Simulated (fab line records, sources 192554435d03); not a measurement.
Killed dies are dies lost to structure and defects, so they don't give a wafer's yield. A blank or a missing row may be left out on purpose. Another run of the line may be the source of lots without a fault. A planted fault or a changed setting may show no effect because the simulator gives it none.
fab line records    flow n5-finfet
record lots=11  wafers=33  last-day=19
route steps=1938 shown BEOL_M4@1091 BEOL_M5@1118
lots that met no fault: taken from a fault-free run of the same line
start-h: start of the lot's first displayed wafer, in hours after the record's first day    wait-h: hours elapsed since this lot's preceding step    " unchanged from the row above    L1.1+2: a single row standing in for several wafers    - either no value or no given start    * or withheld: withheld    < > ~ a bound
route shown NAME@n: a module of which the file shows steps, and the number in the route of the first    usual: average and standard deviation across the fault-free wafers    same: alike in all rows    chamber/n: place in a boat    sites: the reading at each site    _std_site: the standard deviation of these    _edge_site: outer sites' mean less inner sites'    radius-mm: for every site, how far away it sits from the centre of the wafer    mask NAME#n: copy n    behind: tool/chamber where the wafer was last shaped    hold: the reason the lot was held/the length of the hold in hours/how it ended    device: the n, p or np transistor that did not switch    end of line: the tests these same wafers got at the end of their route    a step without rows: its recipe alone    killed: at the first sort, the dies lost to defects and structure; wafer yield is something else    map: a wafer's dies, marking killed ones x, the rest . and places with no die _
set.NAME: the setting the step ran with; set.NAME@STEP: the setting that earlier step ran with    model.NAME: the simulator's own value behind a step, which no gauge read
one table for each step of the route and one row for each wafer, over a sample of lots
services: when a tool's chamber went out of use (start-h, in hours from the record's first day, below 0 if earlier), for how many hours, and the reason
## steps
# step N5_BEOL_M4_ANNEAL_87
# recipe temp-c=400  time-s=240  ambient=vacuum
# usual heater-power-w=786/94
lot.wafer  tool            chamber  start-h  wait-h  heater-power-w
L827.1     pvd-sputter-03  -        221.84   0.0     680
L827.4     "               -        "        "       672
L827.5     "               -        "        "       650
L826.2     pvd-sputter-01  -        240.11   0.0     881
L826.4     "               -        "        "       853
L826.6     "               -        "        "       774
L829.1     pvd-sputter-03  -        241.95   0.0     693
L829.3     "               -        "        "       683
L829.4     "               -        "        "       645
L830.1     pvd-sputter-01  -        245.95   0.0     815
L830.4     "               -        "        "       873
L830.6     "               -        "        "       806
L832.1     pvd-sputter-02  -        267.42   0.0     697
L832.3     "               -        "        "       704
L832.4     "               -        "        "       812
L834.2     pvd-sputter-03  -        274.47   0.0     663
L834.4     "               -        "        "       647
L834.6     "               -        "        "       873
L835.1     pvd-sputter-02  -        274.61   0.0     811
L835.4     "               -        "        "       694
L835.6     "               -        "        "       704
L838.1     pvd-sputter-01  -        284.82   0.0     766
L838.2     "               -        "        "       876
L838.5     "               -        "        "       810
L841.3     pvd-sputter-03  -        311.16   0.0     682
L841.4     "               -        "        "       655
L841.5     "               -        "        "       713
L844.1     pvd-sputter-03  -        333.31   0.0     691
L844.4     "               -        "        "       652
L844.6     "               -        "        "       855
L848.2     pvd-sputter-01  -        347.24   0.0     896
L848.3     "               -        "        "       842
L848.6     "               -        "        "       742
# step N5_BEOL_M5_COAT_60
# recipe resist=SiARC  temp-c=220  time-s=60  spin-rpm=1500  resist-thk-nm=12
# usual dispense-pressure-kPa=46.7/1.8  exhaust-pa=45.2/0.92  heater-power-total-W=427.6/2  run-length-s=65.89/0.18
lot.wafer  tool            chamber  start-h  wait-h  dispense-pressure-kPa  exhaust-pa  heater-power-total-W  run-length-s
L827.1     litho-track-03  0        227.23   -       47.3                   43.9        427.0                 65.67
L827.4     "               0        "        "       47.2                   44.0        428.8                 65.71
L827.5     "               0        "        "       47.3                   44.0        426.0                 65.56
L826.2     litho-track-05  0        244.50   -       44.4                   43.8        424.3                 65.86
L826.4     "               0        "        "       44.4                   43.4        428.4                 65.82
L826.6     "               0        "        "       44.3                   43.8        430.3                 65.76
L829.1     litho-track-01  0        247.56   -       48.5                   43.7        425.0                 66.23
L829.3     "               0        "        "       48.5                   44.7        428.9                 65.92
L829.4     "               0        "        "       48.5                   45.7        430.5                 65.98
L830.1     litho-track-01  0        250.20   -       48.5                   46.6        424.7                 66.17
L830.4     "               0        "        "       48.5                   44.8        430.7                 65.92
L830.6     "               0        "        "       48.5                   45.6        430.3                 66.39
L832.1     litho-track-05  0        272.30   -       44.3                   45.6        425.3                 65.93
L832.3     "               0        "        "       44.3                   44.1        429.3                 65.74
L832.4     "               0        "        "       44.4                   44.9        427.1                 65.92
L835.1     litho-track-05  0        280.56   -       44.4                   45.3        426.8                 66.15
L835.4     "               0        "        "       44.4                   45.6        428.0                 65.81
L835.6     "               0        "        "       44.3                   45.9        468.5                 56.82
L834.2     litho-track-05  0        280.66   -       44.3                   46.4        429.6                 65.93
L834.4     "               0        "        "       44.4                   45.5        424.0                 65.76
L834.6     "               0        "        "       44.3                   45.2        467.6                 56.86
L838.1     litho-track-05  0        290.78   -       44.3                   46.7        430.2                 65.71
L838.2     "               0        "        "       44.4                   46.7        430.7                 66.20
L838.5     "               0        "        "       44.3                   45.9        467.2                 56.87
L841.3     litho-track-03  0        315.52   -       47.2                   45.8        424.6                 65.78
L841.4     "               0        "        "       47.2                   43.7        424.1                 65.67
L841.5     "               0        "        "       47.3                   45.2        427.0                 65.75
L844.1     litho-track-01  0        338.36   -       48.5                   44.8        429.3                 65.95
L844.4     "               0        "        "       48.5                   44.1        430.4                 65.95
L844.6     "               0        "        "       48.5                   44.6        429.0                 66.29
L848.2     litho-track-03  0        351.93   -       47.2                   45.0        430.2                 65.68
L848.3     "               0        "        "       47.2                   46.3        425.6                 65.61
L848.6     "               0        "        "       47.2                   46.6        424.1                 65.81
# step N5_BEOL_M5_CD_MEAS_11
# recipe target-cd-nm=27.74  landing-energy-ev=500  detector=se-inlens
# usual cd-nm=28.1/0.31
lot.wafer  tool       chamber  start-h  wait-h  cd-nm
L827.1     cd-sem-02  0        227.49   -       27.8
L827.4     "          0        "        "       27.9
L827.5     "          0        "        "       27.9
L826.2     cd-sem-01  0        244.89   -       28.2
L826.4     "          0        "        "       28.3
L826.6     "          0        "        "       28.0
L829.1     cd-sem-02  0        247.82   -       28.4
L829.3     "          0        "        "       28.3
L829.4     "          0        "        "       28.0
L830.1     cd-sem-03  0        250.59   -       28.2
L830.4     "          0        "        "       28.1
L830.6     "          0        "        "       28.4
L832.1     cd-sem-01  0        272.57   -       28.5
L832.3     "          0        "        "       28.1
L832.4     "          0        "        "       28.4
L835.1     cd-sem-02  0        280.94   -       28.0
L835.4     "          0        "        "       28.0
L835.6     "          0        "        "       28.1
L834.2     cd-sem-02  0        281.11   -       28.3
L834.4     "          0        "        "       27.8
L834.6     "          0        "        "       28.0
L838.1     cd-sem-02  0        291.17   -       28.4
L838.2     "          0        "        "       28.7
L838.5     "          0        "        "       28.6
L841.3     cd-sem-01  0        315.91   -       28.3
L841.4     "          0        "        "       28.7
L841.5     "          0        "        "       28.2
L844.1     cd-sem-02  0        338.62   -       28.2
L844.4     "          0        "        "       28.1
L844.6     "          0        "        "       28.2
L848.2     cd-sem-03  0        352.19   -       28.0
L848.3     "          0        "        "       27.6
L848.6     "          0        "        "       27.4
# step N5_BEOL_M5_DESCUM_16
# recipe chemistry=O2  time-s=7  source-power-w=50  bias-power-w=20  pressure-mtorr=20  rf-frequency-hz=2.712e+07  temp-c=40  resist=CAR-EUV  o2-flow-sccm=225
# usual drypump-motor-current-A=5.8/0.46  oes-product-au=0.80/0.094  rf-fwd-power-W=49.41/0.21  rf-vpp-V=242.9/1.6  showerhead-plenum-p-Torr=2.08/0.083  throttle-valve-pct=20.5/0.3
lot.wafer  tool         chamber  start-h  wait-h  drypump-motor-current-A  oes-product-au  rf-fwd-power-W  rf-hours-counter-h  rf-vpp-V  showerhead-plenum-p-Torr  throttle-valve-pct
L827.1     rie-diel-05  1        227.66   0.1     5.6                      0.68            49.51           237                 243.6     2.15                      20.5
L827.4     "            2        "        "       6.0                      0.75            49.20           153                 243.8     2.17                      20.8
L827.5     "            1        "        "       5.7                      0.68            49.56           -                   243.3     2.15                      20.5
L826.2     rie-diel-06  1        245.01   0.0     6.5                      0.74            49.24           192                 242.6     2.08                      20.8
L826.4     "            2        "        "       6.1                      0.89            49.32           33                  243.2     2.13                      20.6
L826.6     "            3        "        "       6.0                      0.68            49.83           -                   241.5     1.98                      20.7
L829.1     rie-diel-06  1        248.13   0.2     6.5                      0.74            49.31           193                 242.5     2.08                      20.8
L829.3     "            3        "        "       6.0                      0.69            49.46           220                 241.9     1.98                      20.6
L829.4     "            2        "        "       6.1                      0.89            49.26           34                  244.5     2.13                      20.6
L830.1     rie-diel-02  0        250.75   0.1     6.2                      0.93            49.15           10                  245.0     2.13                      19.7
L830.4     "            1        "        "       6.6                      0.85            49.62           48                  245.5     2.22                      20.3
L830.6     "            1        "        "       6.6                      0.85            49.52           -                   245.2     2.22                      20.3
L832.1     rie-diel-05  3        272.88   0.2     5.1                      0.69            49.63           233                 243.3     2.08                      20.3
L832.3     "            0        "        "       5.8                      0.92            49.31           24                  242.6     2.04                      20.3
L832.4     "            0        "        "       5.8                      0.92            49.34           -                   242.3     2.04                      20.3
L835.1     rie-diel-02  2        281.07   0.0     5.3                      0.77            49.45           150                 242.3     2.01                      20.5
L835.4     "            0        "        "       6.1                      0.92            49.17           18                  242.2     2.12                      19.7
L835.6     "            2        "        "       5.3                      0.78            49.32           -                   241.9     2.01                      20.5
L834.2     rie-diel-02  3        281.29   0.1     5.3                      0.85            48.97           72                  242.1     2.10                      20.7
L834.4     "            2        "        "       5.3                      0.77            49.53           150                 241.2     2.01                      20.5
L834.6     "            1        "        "       6.6                      0.85            49.68           -                   244.2     2.22                      20.3
L838.1     rie-diel-05  0        291.29   0.0     5.8                      0.90            49.28           30                  242.8     2.04                      20.3
L838.2     "            2        "        "       5.9                      0.73            49.20           177                 244.5     2.16                      20.8
L838.5     "            3        "        "       5.2                      0.68            49.20           -                   242.0     2.08                      20.3
L841.3     rie-diel-02  2        316.03   0.0     5.3                      0.77            49.50           160                 242.4     2.01                      20.5
L841.4     "            0        "        "       6.1                      0.89            48.90           -                   243.5     2.12                      19.7
L841.5     "            2        "        "       5.3                      0.76            49.42           -                   242.3     2.01                      20.5
L844.1     rie-diel-06  3        338.74   0.0     6.0                      0.67            49.65           245                 241.5     1.97                      20.7
L844.4     "            0        "        "       5.3                      0.72            49.33           -                   240.6     1.91                      20.8
L844.6     "            1        "        "       6.4                      0.71            49.53           -                   243.3     2.07                      20.9
L848.2     rie-diel-05  3        352.38   0.1     5.2                      0.98            49.29           3                   241.5     2.07                      20.0
L848.3     "            1        "        "       5.6                      0.92            49.58           22                  242.4     2.14                      20.2
L848.6     "            1        "        "       5.7                      0.93            49.53           -                   244.0     2.14                      20.2
## services
tool            chamber  start-h  hours  kind
rie-diel-02     0        198.85   -      clean
rie-diel-02     0        198.85   -      consumable-replace:focus-ring
rie-diel-02     0        198.85   22.0   scheduled-down
rie-diel-02     0        198.85   22.0   vent-cycle
rie-diel-06     3        210.04   5.9    repair
rie-diel-05     -        215.11   2.8    pm
pvd-sputter-02  -        228.43   5.9    repair
rie-diel-05     1        264.80   -      clean
rie-diel-05     1        264.80   -      consumable-replace:focus-ring
rie-diel-05     1        264.80   21.0   scheduled-down
rie-diel-05     1        264.80   21.0   vent-cycle
litho-track-03  -        272.45   -      consumable-replace:filter
rie-diel-06     -        299.45   1.1    repair
rie-diel-05     2        308.01   10.4   repair
rie-diel-05     3        329.66   -      clean
rie-diel-05     3        329.66   -      consumable-replace:focus-ring
rie-diel-02     0        347.03   9.0    repair
## key
first-sign step=N5_BEOL_M5_COAT_60  reading=run-length-s  direction=down  sigmas=49  usual=*  struck=*
effect step=N5_BEOL_M5_COAT_60  reading=heater-power-total-W  direction=up  sigmas=20  usual=*  struck=*
met-at N5_BEOL_M5_COAT_60
struck-lots L834,L835,L838
struck-wafers L834.6,L835.6,L838.5
not-acting-at N5_BEOL_M4_ANNEAL_87,N5_BEOL_M5_CD_MEAS_11,N5_BEOL_M5_DESCUM_16
onset-between 272.30 280.56
fault kind=process-parameter-drift  tool=litho-track-05  chamber=-  onset-h=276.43  steps=N5_BEOL_M5_COAT_60  channel=time-s  offset=*  shape=step  end-h=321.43  scope=struck-wafers-only  acts-in=*  stated=*
